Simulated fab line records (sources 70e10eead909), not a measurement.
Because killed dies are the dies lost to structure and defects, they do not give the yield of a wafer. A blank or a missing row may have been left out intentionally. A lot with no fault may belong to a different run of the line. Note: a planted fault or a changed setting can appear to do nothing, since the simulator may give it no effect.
Matching of chambers || flow nand harc || NHARC_A_CONTACT_ETCH_88 on rie diel-08: 4 sister chambers
The step etches the open film in CF4, target depth 39 nm, time 65 s. 4 wafers are shown with their chamber, then 8 later ones without.

== WAFERS WITH THEIR CHAMBER ==
{"wafer": "L765.2", "chamber": 1, "showerhead plenum p Torr (Torr)": 1.89}
{"wafer": "L768.1", "chamber": 3, "showerhead plenum p Torr (Torr)": 1.75}
{"wafer": "L768.2", "chamber": 0, "showerhead plenum p Torr (Torr)": 1.67}
{"wafer": "L771.2", "chamber": 2, "showerhead plenum p Torr (Torr)": 1.67}

== WAFERS WITHOUT THEIR CHAMBER ==
{"wafer": "L771.4", "showerhead plenum p Torr (Torr)": 1.89}
{"wafer": "L771.6", "showerhead plenum p Torr (Torr)": 1.67}
{"wafer": "L772.1", "showerhead plenum p Torr (Torr)": 1.88}
{"wafer": "L772.2", "showerhead plenum p Torr (Torr)": 1.67}
{"wafer": "L772.4", "showerhead plenum p Torr (Torr)": 1.75}
{"wafer": "L782.1", "showerhead plenum p Torr (Torr)": 1.88}
{"wafer": "L782.2", "showerhead plenum p Torr (Torr)": 1.74}
{"wafer": "L782.5", "showerhead plenum p Torr (Torr)": 1.66}

== CHAMBER TAKEN BY EACH ==
{"wafer": "L771.4", "from the rows above": 1, "in truth": 1}
{"wafer": "L771.6", "from the rows above": "can't be placed: 0 or 2", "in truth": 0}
{"wafer": "L772.1", "from the rows above": 1, "in truth": 1}
{"wafer": "L772.2", "from the rows above": "can't be placed: 0 or 2", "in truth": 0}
{"wafer": "L772.4", "from the rows above": 3, "in truth": 3}
{"wafer": "L782.1", "from the rows above": 1, "in truth": 1}
{"wafer": "L782.2", "from the rows above": 3, "in truth": 3}
{"wafer": "L782.5", "from the rows above": "can't be placed: 0 or 2", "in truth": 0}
5 of 8 placed correctly. Can't be placed from these rows: 3 (the true chamber is among the candidates in 3). Wrongly placed: 0.
How it was worked out, from the rows above alone: a wafer's distance from a chamber is the root of the sum, over the readings, of the square of ((its reading less the chamber's mean) divided by the reading's scatter). The wafer belongs to the nearest chamber; if the next one is less than 2 further off, it can't be placed. The mean given for a chamber averages the wafers shown for that chamber. The scatter (one wafer shown for each chamber): square how far every hidden wafer sits from the nearest shown wafer, average those squares and take the square root.
